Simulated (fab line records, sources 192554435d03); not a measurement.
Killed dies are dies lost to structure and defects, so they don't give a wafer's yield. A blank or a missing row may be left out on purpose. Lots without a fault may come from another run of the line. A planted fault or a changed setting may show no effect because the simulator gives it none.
fab line records | flow n5_finfet | part 1 of 2: steps 1 to 19 of 29
record lots=5 wafers=15 last_day=17
route steps=1938 shown BEOL_M9@1440
lots that met no fault: from a run of the same line without faults
start_h: hours from the record's first day to the start of the lot's first wafer shown | wait_h: hours since the lot's step before | " the same as in the row above | L1.1+2: a row that stands for several wafers | - no value, or no start given | * or withheld: withheld | < > ~ a bound
route shown NAME@n: a module of which the file shows steps, and the number in the route of the first | usual: mean/standard deviation of fault-free wafers | same: alike in all rows | chamber/n: place in a boat | sites: the reading at each site | _std_site: their standard deviation | _edge_site: outer sites' mean less inner sites' | radius_mm: how far each site lies from the wafer's centre | mask NAME#n: copy n | behind: the tool/chamber that last shaped the wafer | hold: why the lot was held/for how many hours/how that ended | device: the transistor (n, p or np) that didn't switch | end of line: the same wafers' tests at the end of the route | a step without rows: its recipe alone | killed: dies lost to structure and defects at the first sort, not the wafer's yield | map: a wafer's dies, x killed, . not, _ none there
set.NAME: the setting as run; set.NAME@STEP: as run at that earlier step | model.NAME: the simulator's own value behind a step, which no gauge read
lots at some steps of the route; a table a step, a row a wafer
services: from which hour (start_h, from the record's first day; less than 0 if before it) a tool's chamber was out of use, for how many hours, and why
## steps
# step N5_BEOL_M9_ETCH_66
# recipe chemistry=N2/H2 target=SOC target_depth_a=800 overetch_a=160 mask_material=SiARC temp_c=40 time_s=120 ion_energy_ev=200 pressure_mtorr=30 source_w=840 bias_w=150 n2_flow_sccm=200 h2_flow_sccm=200
# usual drypump_motor_current_A=5.7/0.42 oes_product_au=0.59/0.061 rf_fwd_power_W=835.7/3 rf_vpp_V=522.9/2.4 showerhead_plenum_p_Torr=2.51/0.084 throttle_valve_pct=17.94/0.29
# columns lot.wafer tool chamber start_h wait_h drypump_motor_current_A oes_product_au rf_fwd_power_W rf_hours_counter_h rf_vpp_V showerhead_plenum_p_Torr throttle_valve_pct
L078.2 rie_diel-01 0 251.15 0.0 6.4 0.56 832.0 195 523.7 2.51 17.58
L078.4 " 3 " " 6.1 0.54 831.9 222 519.5 2.40 18.37
L078.5 " 0 " " 6.4 0.56 830.5 - 524.8 2.51 17.59
L081.2 rie_diel-03 2 265.47 0.0 5.9 0.70 837.9 27 524.2 2.47 17.97
L081.3 " 0 " " 5.4 0.55 834.2 218 525.2 2.64 18.27
L081.4 " 1 " " 5.1 0.75 833.9 0 522.8 2.51 17.98
L086.2 rie_diel-02 0 295.41 0.0 5.6 0.68 833.9 30 525.6 2.60 17.52
L086.4 " 2 " " 5.9 0.55 835.2 176 523.8 2.53 17.90
L086.6 " 3 " " 5.3 0.60 840.3 - 525.1 2.54 17.55
L090.4 rie_diel-03 1 317.81 0.0 5.1 0.70 838.9 - 520.8 2.50 18.05
L090.5 " 3 " " 5.2 0.55 836.0 - 520.0 2.41 17.99
L090.6 " 0 " " 5.4 0.54 830.9 - 526.7 2.64 18.30
L096.3 rie_diel-02 3 343.42 0.0 5.4 0.59 837.7 126 524.1 2.53 17.59
L096.4 " 0 " " 5.6 0.66 833.6 46 525.3 2.60 17.55
L096.5 " 2 " " 5.8 0.55 838.0 - 522.4 2.52 17.91
# step N5_BEOL_M9_STRIP_69
# recipe chemistry=N2/H2 temp_c=40 n2_flow_sccm=200 h2_flow_sccm=200 rf_frequency_hz=6e+07
# columns lot.wafer tool chamber start_h wait_h
L078.2+4+5 rie_diel-01 0,3,0 251.23 0.0
L081.2+3+4 rie_diel-03 2,0,1 265.55 0.0
L086.2+4+6 rie_diel-02 0,2,3 295.49 0.0
L090.4+5+6 rie_diel-03 1,3,0 317.85 0.0
L096.3+4+5 rie_diel-02 3,0,2 343.50 0.0
# step N5_BEOL_M9_STRIP_77
# recipe chemistry=N2/H2 temp_c=40 n2_flow_sccm=200 h2_flow_sccm=200 rf_frequency_hz=6e+07
# columns lot.wafer tool chamber start_h wait_h
L078.2+4+5 rie_diel-01 0,3,0 251.24 0.0
L081.2+3+4 rie_diel-03 2,0,1 265.56 0.0
L086.2+4+6 rie_diel-02 0,2,3 295.50 0.0
L090.4+5+6 rie_diel-03 1,3,0 317.86 0.0
L096.3+4+5 rie_diel-02 3,0,2 343.51 0.0
# step N5_BEOL_M9_VIA_ETCH_34
# recipe chemistry=C4F6/O2 target=SiCOH_lowk target_depth_a=1824 mask_material=SOC taper_deg=4 time_s=68.4 ion_energy_ev=250 pressure_mtorr=30 source_w=345 bias_w=185 Ar_flow_sccm=300 C4F6_flow_sccm=10 O2_flow_sccm=10
# usual drypump_motor_current_A=5.7/0.42 oes_o_777_au=0.78/0.078 oes_product_au=0.77/0.086 rf_fwd_power_W=342.5/1.2 rf_vpp_V=663/16 showerhead_plenum_p_Torr=2.80/0.086 throttle_valve_pct=20.99/0.27
# columns lot.wafer tool chamber start_h wait_h drypump_motor_current_A oes_o_777_au oes_product_au rf_fwd_power_W rf_hours_counter_h rf_vpp_V showerhead_plenum_p_Torr throttle_valve_pct
L078.2 rie_diel-01 0 251.25 0.0 6.4 0.77 0.72 343.7 196 683 2.80 20.64
L078.4 " 3 " " 6.1 0.77 0.71 339.9 222 646 2.70 21.44
L078.5 " 0 " " 6.4 0.78 0.72 342.5 - 685 2.81 20.64
L081.2 rie_diel-03 2 265.57 0.0 5.9 0.95 0.94 340.9 27 650 2.74 20.83
L081.3 " 0 " " 5.4 0.75 0.71 342.2 218 675 2.92 21.18
L081.4 " 1 " " 5.1 0.96 1.01 342.6 0 655 2.80 21.05
L086.2 rie_diel-02 0 295.51 0.0 5.6 0.85 0.89 341.7 30 670 2.92 20.69
L086.4 " 2 " " 5.9 0.69 0.72 344.0 176 664 2.85 21.05
L086.6 " 3 " " 5.4 0.81 0.80 343.3 - 674 2.87 20.79
L090.4 rie_diel-03 1 317.89 0.0 5.1 0.90 0.93 342.4 - 655 2.79 21.06
L090.5 " 3 " " 5.2 0.70 0.71 342.3 - 638 2.72 21.13
L090.6 " 0 " " 5.4 0.73 0.71 341.4 - 672 2.91 21.21
L096.3 rie_diel-02 3 343.52 0.0 5.4 0.80 0.77 341.9 126 673 2.86 20.81
L096.4 " 0 " " 5.6 0.84 0.86 342.1 46 671 2.92 20.73
L096.5 " 2 " " 5.9 0.69 0.71 343.2 - 661 2.84 21.05
# step N5_BEOL_M9_STRIP_73
# recipe chemistry=C4F6/O2 resist=SiARC rf_frequency_hz=6e+07
# columns lot.wafer tool chamber start_h wait_h
L078.2+4+5 rie_diel-01 0,3,0 251.30 0.0
L081.2+3+4 rie_diel-03 2,0,1 265.63 0.0
L086.2+4+6 rie_diel-02 0,2,3 295.56 0.0
L090.4+5+6 rie_diel-03 1,3,0 317.92 0.0
L096.3+4+5 rie_diel-02 3,0,2 343.57 0.0
# step N5_BEOL_M9_STRIP_36
# recipe chemistry=N2/H2 power_w=450 temp_c=40 pressure_mtorr=20 rf_frequency_hz=6e+07 overash_fraction=0.3 bias_power_w=7 h2_frac=0.5 n2_flow_sccm=200 h2_flow_sccm=200
# usual drypump_motor_current_A=5.7/0.42 oes_product_au=0.76/0.086 rf_vpp_V=59.0/1.3 showerhead_plenum_p_Torr=2.50/0.085 throttle_valve_pct=23.8/0.38
# columns lot.wafer tool chamber start_h wait_h drypump_motor_current_A oes_product_au rf_hours_counter_h rf_vpp_V showerhead_plenum_p_Torr throttle_valve_pct
L078.2 rie_diel-01 0 251.31 0.0 6.4 0.70 196 58.2 2.50 23.3
L078.4 " 3 " " 6.0 0.70 222 58.6 2.40 24.3
L078.5 " 0 " " 6.4 0.71 - 58.2 2.50 23.3
L081.2 rie_diel-03 2 265.64 0.0 5.9 0.92 27 58.9 2.47 23.9
L081.3 " 0 " " 5.4 0.71 218 59.1 2.64 24.0
L081.4 " 1 " " 5.1 1.01 0 61.6 2.51 24.0
L086.2 rie_diel-02 0 295.57 0.0 5.6 0.89 30 60.2 2.60 23.4
L086.4 " 2 " " 5.9 0.73 176 62.2 2.52 23.5
L086.6 " 3 " " 5.4 0.80 - 58.0 2.54 23.2
L090.4 rie_diel-03 1 317.95 0.0 5.1 0.93 - 57.1 2.50 24.0
L090.5 " 3 " " 5.2 0.72 - 58.4 2.41 23.7
L090.6 " 0 " " 5.4 0.70 - 56.8 2.63 24.0
L096.3 rie_diel-02 3 343.58 0.0 5.3 0.77 126 61.2 2.53 23.2
L096.4 " 0 " " 5.6 0.85 46 59.4 2.59 23.4
L096.5 " 2 " " 5.9 0.73 - 59.9 2.52 23.5
# step N5_BEOL_M9_TRENCH_ETCH_37
# recipe chemistry=C4F6/O2 target_depth_a=1514.3 target=SiCOH_lowk time_s=49 ion_energy_ev=250 pressure_mtorr=30 source_w=345 bias_w=185 Ar_flow_sccm=300 C4F6_flow_sccm=10 O2_flow_sccm=10
# usual drypump_motor_current_A=5.7/0.42 oes_o_777_au=0.78/0.078 oes_product_au=0.77/0.086 rf_fwd_power_W=341.6/1.2 rf_vpp_V=663/16 showerhead_plenum_p_Torr=2.80/0.086 throttle_valve_pct=21.01/0.27
# columns lot.wafer tool chamber start_h wait_h drypump_motor_current_A oes_o_777_au oes_product_au rf_fwd_power_W rf_hours_counter_h rf_vpp_V showerhead_plenum_p_Torr throttle_valve_pct
L078.2 rie_diel-01 0 - - 6.4 0.78 0.71 340.6 196 684 2.81 20.67
L078.4 " 3 " " 6.1 0.76 0.71 340.6 222 645 2.70 21.47
L078.5 " 0 " " 6.4 0.77 0.72 340.8 - 682 2.80 20.66
L081.2 rie_diel-03 2 - - 5.9 0.95 0.94 340.2 27 651 2.74 20.87
L081.3 " 0 " " 5.4 0.75 0.72 343.1 218 673 2.92 21.20
L081.4 " 1 " " 5.1 0.97 1.00 341.6 0 656 2.80 21.08
L086.2 rie_diel-02 0 - - 5.6 0.86 0.88 339.8 30 671 2.92 20.71
L086.4 " 2 " " 5.9 0.69 0.71 345.5 176 662 2.84 21.08
L086.6 " 3 " " 5.3 0.81 0.80 341.5 - 675 2.87 20.80
L090.4 rie_diel-03 1 - - 5.1 0.90 0.92 342.1 - 655 2.79 21.09
L090.5 " 3 " " 5.2 0.69 0.70 341.7 - 638 2.72 21.15
L090.6 " 0 " " 5.4 0.73 0.70 341.6 - 673 2.91 21.22
L096.3 rie_diel-02 3 - - 5.4 0.80 0.77 340.4 126 673 2.86 20.83
L096.4 " 0 " " 5.6 0.83 0.85 340.3 46 670 2.92 20.74
L096.5 " 2 " " 5.9 0.69 0.70 342.9 - 661 2.84 21.09
# step N5_BEOL_M9_ETCH_41
# recipe chemistry=CH3F/O2 target=SiCN target_depth_a=366 taper_deg=2 time_s=70.1 ion_energy_ev=120 mask_material=TiN pressure_mtorr=30 source_w=395 bias_w=75 Ar_flow_sccm=150 CH3F_flow_sccm=30 O2_flow_sccm=20
# usual drypump_motor_current_A=5.7/0.42 oes_product_au=0.77/0.086 rf_fwd_power_W=392.0/1.3 rf_vpp_V=296.8/1.6 showerhead_plenum_p_Torr=1.97/0.064 throttle_valve_pct=16.43/0.25
# columns lot.wafer tool chamber start_h wait_h drypump_motor_current_A oes_product_au rf_fwd_power_W rf_hours_counter_h rf_vpp_V showerhead_plenum_p_Torr throttle_valve_pct
L078.2 rie_diel-01 0 - - 6.4 0.71 391.8 196 298.7 1.98 16.18
L078.4 " 3 " " 6.1 0.71 388.4 222 294.4 1.89 16.84
L078.5 " 0 " " 6.4 0.73 391.4 - 297.8 1.98 16.17
L081.2 rie_diel-03 2 - - 5.9 0.94 392.0 27 298.0 1.92 16.27
L081.3 " 0 " " 5.4 0.71 392.0 218 299.4 2.06 16.66
L081.4 " 1 " " 5.1 0.99 392.7 0 296.3 1.97 16.37
L086.2 rie_diel-02 0 - - 5.6 0.89 390.6 30 298.5 2.06 16.05
L086.4 " 2 " " 5.9 0.71 393.3 176 295.3 2.00 16.49
L086.6 " 3 " " 5.3 0.79 391.9 - 297.7 2.02 16.21
L090.4 rie_diel-03 1 - - 5.1 0.93 393.8 - 298.2 1.96 16.40
L090.5 " 3 " " 5.2 0.71 392.4 - 294.0 1.90 16.56
L090.6 " 0 " " 5.4 0.70 389.7 - 298.5 2.05 16.69
L096.3 rie_diel-02 3 - - 5.3 0.78 393.9 126 296.1 2.01 16.26
L096.4 " 0 " " 5.6 0.85 391.5 46 298.1 2.05 16.09
L096.5 " 2 " " 5.9 0.71 393.5 - 298.3 2.00 16.52
# step N5_BEOL_M9_STRIP_80
# recipe chemistry=N2/H2 time_s=10 power_w=450 temp_c=40 pressure_mtorr=20 rf_frequency_hz=6e+07 bias_power_w=7 n2_flow_sccm=200 h2_flow_sccm=200
# usual drypump_motor_current_A=5.7/0.42 oes_product_au=0.76/0.086 rf_vpp_V=59.0/0.91 showerhead_plenum_p_Torr=2.50/0.085 throttle_valve_pct=23.8/0.38
# columns lot.wafer tool chamber start_h wait_h drypump_motor_current_A oes_product_au rf_hours_counter_h rf_vpp_V showerhead_plenum_p_Torr throttle_valve_pct
L078.2 rie_diel-01 0 - - 6.4 0.70 196 58.2 2.50 23.3
L078.4 " 3 " " 6.1 0.71 222 57.6 2.40 24.3
L078.5 " 0 " " 6.4 0.70 - 58.2 2.50 23.3
L081.2 rie_diel-03 2 - - 5.8 0.92 27 59.2 2.47 23.9
L081.3 " 0 " " 5.3 0.71 218 61.4 2.64 24.0
L081.4 " 1 " " 5.1 1.00 0 60.2 2.51 24.1
L086.2 rie_diel-02 0 - - 5.6 0.88 30 58.1 2.60 23.4
L086.4 " 2 " " 5.9 0.73 176 57.8 2.52 23.5
L086.6 " 3 " " 5.3 0.80 - 59.2 2.54 23.2
L090.4 rie_diel-03 1 - - 5.1 0.92 - 57.6 2.50 24.1
L090.5 " 3 " " 5.2 0.71 - 59.0 2.41 23.7
L090.6 " 0 " " 5.4 0.70 - 59.2 2.63 24.0
L096.3 rie_diel-02 3 - - 5.3 0.77 126 60.2 2.53 23.2
L096.4 " 0 " " 5.6 0.86 46 58.6 2.59 23.4
L096.5 " 2 " " 5.9 0.73 - 58.5 2.52 23.5
# step N5_BEOL_M9_OCD_MEAS_38
# usual trench_depth_nm=150/3.7
# columns lot.wafer tool chamber start_h wait_h trench_depth_nm
L078.2 ocd-02 - 251.53 - 148
L078.4 " - " " 156
L078.5 " - " " 149
L081.2 ocd-02 - 265.85 - 156
L081.3 " - " " 148
L081.4 " - " " 155
L086.2 ocd-02 - 295.79 - 152
L086.4 " - " " 144
L086.6 " - " " 154
L090.4 ocd-01 - 318.15 - 155
L090.5 " - " " 144
L090.6 " - " " 149
L096.3 ocd-01 - 343.80 - 150
L096.4 " - " " 151
L096.5 " - " " 147
# step N5_BEOL_M9_HM_STRIP_39
# recipe chemistry=peroxide_tin_strip material=TiN target_depth_a=250 temp_c=50 time_s=158
# columns lot.wafer tool chamber start_h wait_h
L078.2+4+5 wet_bench-05 3,1,7 251.56 0.0
L081.2+3+4 wet_bench-02 3,7,6 265.88 0.0
L086.2+4+6 wet_bench-02 5,1,6 295.82 0.0
L090.4+5+6 wet_bench-03 3,2,4 318.18 0.0
L096.3+4+5 wet_bench-03 1,3,2 343.83 0.0
# step N5_BEOL_M9_SRD_40
# recipe time_s=30 temp_c=23 rinse_liquid=diw dry=ipa_marangoni
# usual do_supply_ppb=10.00/0.1
# columns lot.wafer tool chamber start_h wait_h do_supply_ppb
L078.2 wet_bench-05 3 251.61 0.0 10.02
L078.4 " 1 " " 10.01
L078.5 " 7 " " 9.98
L081.2 wet_bench-02 3 265.93 0.0 9.98
L081.3 " 7 " " 9.85
L081.4 " 6 " " 9.98
L086.2 wet_bench-02 5 295.87 0.0 9.94
L086.4 " 1 " " 10.05
L086.6 " 6 " " 9.92
L090.4 wet_bench-03 3 318.27 0.0 9.89
L090.5 " 2 " " 10.11
L090.6 " 4 " " 9.93
L096.3 wet_bench-03 1 343.92 0.0 9.99
L096.4 " 3 " " 9.94
L096.5 " 2 " " 10.10
# step N5_BEOL_M9_PRECLEAN_42
# recipe chemistry=residue_remover time_s=60 temp_c=40
# columns lot.wafer tool chamber start_h wait_h
L078.2+4+5 wet_bench-05 3,1,7 251.63 0.0
L081.2+3+4 wet_bench-02 3,7,6 265.95 0.0
L086.2+4+6 wet_bench-02 5,1,6 295.89 0.0
L090.4+5+6 wet_bench-03 3,2,4 318.30 0.0
L096.3+4+5 wet_bench-03 1,3,2 343.96 0.0
# step N5_BEOL_M9_SRD_43
# recipe time_s=30 temp_c=23 rinse_liquid=diw dry=ipa_marangoni
# usual do_supply_ppb=10.00/0.096
# columns lot.wafer tool chamber start_h wait_h do_supply_ppb
L078.2 wet_bench-05 3 251.65 0.0 9.86
L078.4 " 1 " " 10.07
L078.5 " 7 " " 10.00
L081.2 wet_bench-02 3 265.96 0.0 9.86
L081.3 " 7 " " 10.17
L081.4 " 6 " " 9.98
L086.2 wet_bench-02 5 295.91 0.0 10.07
L086.4 " 1 " " 9.97
L086.6 " 6 " " 9.88
L090.4 wet_bench-03 3 318.34 0.0 10.11
L090.5 " 2 " " 10.00
L090.6 " 4 " " 9.78
L096.3 wet_bench-03 1 343.99 0.0 9.85
L096.4 " 3 " " 10.02
L096.5 " 2 " " 9.95
# step N5_BEOL_M9_CD_MEAS_35
# recipe target_cd_nm=70 target_cd_y_nm=40 polarity=opening
# usual cd_nm=70.7/0.67
# columns lot.wafer tool chamber start_h wait_h cd_nm
L078.2 cd_sem-03 - 251.69 0.0 70.4
L078.4 " - " " 72.0
L078.5 " - " " 69.6
L081.2 cd_sem-01 - 266.00 0.0 70.9
L081.3 " - " " 70.7
L081.4 " - " " 71.3
L086.2 cd_sem-02 - 295.95 0.0 70.3
L086.4 " - " " 71.5
L086.6 " - " " 71.5
L090.4 cd_sem-02 - 318.40 0.0 71.0
L090.5 " - " " 71.7
L090.6 " - " " 69.5
L096.3 cd_sem-01 - 344.05 0.0 70.8
L096.4 " - " " 69.5
L096.5 " - " " 70.3
# step N5_BEOL_M9_CURE_72
# recipe temp_c=370 time_s=120 ambient=DMADMS/He material=SiCOH_lowk
# usual lamp_power_pct=52.31/0.054 wafer_temp_C_max=371.5/0.6
# columns lot.wafer tool chamber start_h wait_h lamp_power_pct wafer_temp_C_max
L078.2 uv_cure-01 2 251.83 0.1 52.28 371.9
L078.4 " 2 " " 52.36 372.0
L078.5 " 2 " " 52.28 372.4
L081.2 uv_cure-02 2 266.09 0.1 52.24 371.2
L081.3 " 2 " " 52.27 371.3
L081.4 " 2 " " 52.38 370.9
L086.2 uv_cure-01 2 296.04 0.1 52.29 371.4
L086.4 " 2 " " 52.29 371.4
L086.6 " 2 " " 52.30 372.0
L090.4 uv_cure-03 0 318.59 0.2 52.44 371.0
L090.5 " 0 " " 52.40 371.2
L090.6 " 0 " " 52.32 371.1
L096.3 uv_cure-01 0 344.19 0.1 52.29 371.2
L096.4 " 0 " " 52.24 371.6
L096.5 " 0 " " 52.45 371.9
# step N5_BEOL_M9_DEGAS_44
# recipe ambient=vacuum temp_c=250 time_s=60
# usual heater_power_w=359/26
# columns lot.wafer tool chamber start_h wait_h heater_power_w
L078.2 pvd_sputter-03 - 252.66 0.7 345
L078.4 " - " " 355
L078.5 " - " " 382
L081.2 pvd_sputter-02 - 266.40 0.3 328
L081.3 " - " " 342
L081.4 " - " " 337
L086.2 pvd_sputter-01 - 296.42 0.3 396
L086.4 " - " " 346
L086.6 " - " " 344
L090.4 pvd_sputter-02 - 319.60 1.0 344
L090.5 " - " " 340
L090.6 " - " " 328
L096.3 pvd_sputter-03 - 344.42 0.2 392
L096.4 " - " " 325
L096.5 " - " " 396
# step N5_BEOL_M9_PRE_CLEAN_45
# recipe gas=H2/He time_s=30 temp_c=250
# usual heater_power_w=359/25
# columns lot.wafer tool chamber start_h wait_h heater_power_w
L078.2 pvd_sputter-03 - 252.70 0.0 329
L078.4 " - " " 345
L078.5 " - " " 392
L081.2 pvd_sputter-02 - 266.44 0.0 327
L081.3 " - " " 345
L081.4 " - " " 321
L086.2 pvd_sputter-01 - 296.46 0.0 400
L086.4 " - " " 348
L086.6 " - " " 354
L090.4 pvd_sputter-02 - 319.64 0.0 342
L090.5 " - " " 332
L090.6 " - " " 327
L096.3 pvd_sputter-03 - 344.46 0.0 384
L096.4 " - " " 336
L096.5 " - " " 405
# step N5_BEOL_M9_ALD_74
# recipe material=TaN target_thk_a=20 temp_c=275 ald_precursor_family=PDMAT ald_co_reactant=NH3 pressure_torr=3 carrier_flow_sccm=1500 pulse_time_s=2 purge_time_s=3 co_reactant_purge_time_s=2 co_reactant_pulse_time_s=3 ald_cycles=40 precursor_vessel_temp_c=75 precursor_vessel_pressure_torr=26.25 precursor_vessel_carrier_sccm=1000
# usual heater_power_w=423/33
# columns lot.wafer tool chamber start_h wait_h heater_power_w
L078.2 ald_metal-03 1 252.76 0.0 436
L078.4 " 0 " " 390
L078.5 " 1 " " 435
L081.2 ald_metal-03 3 266.50 0.0 394
L081.3 " 1 " " 425
L081.4 " 3 " " 395
L086.2 ald_metal-01 3 296.54 0.1 392
L086.4 " 1 " " 453
L086.6 " 1 " " 453
L090.4 ald_metal-03 1 319.83 0.2 425
L090.5 " 3 " " 402
L090.6 " 0 " " 399
L096.3 ald_metal-04 3 344.52 0.0 446
L096.4 " 2 " " 419
L096.5 " 0 " " 394
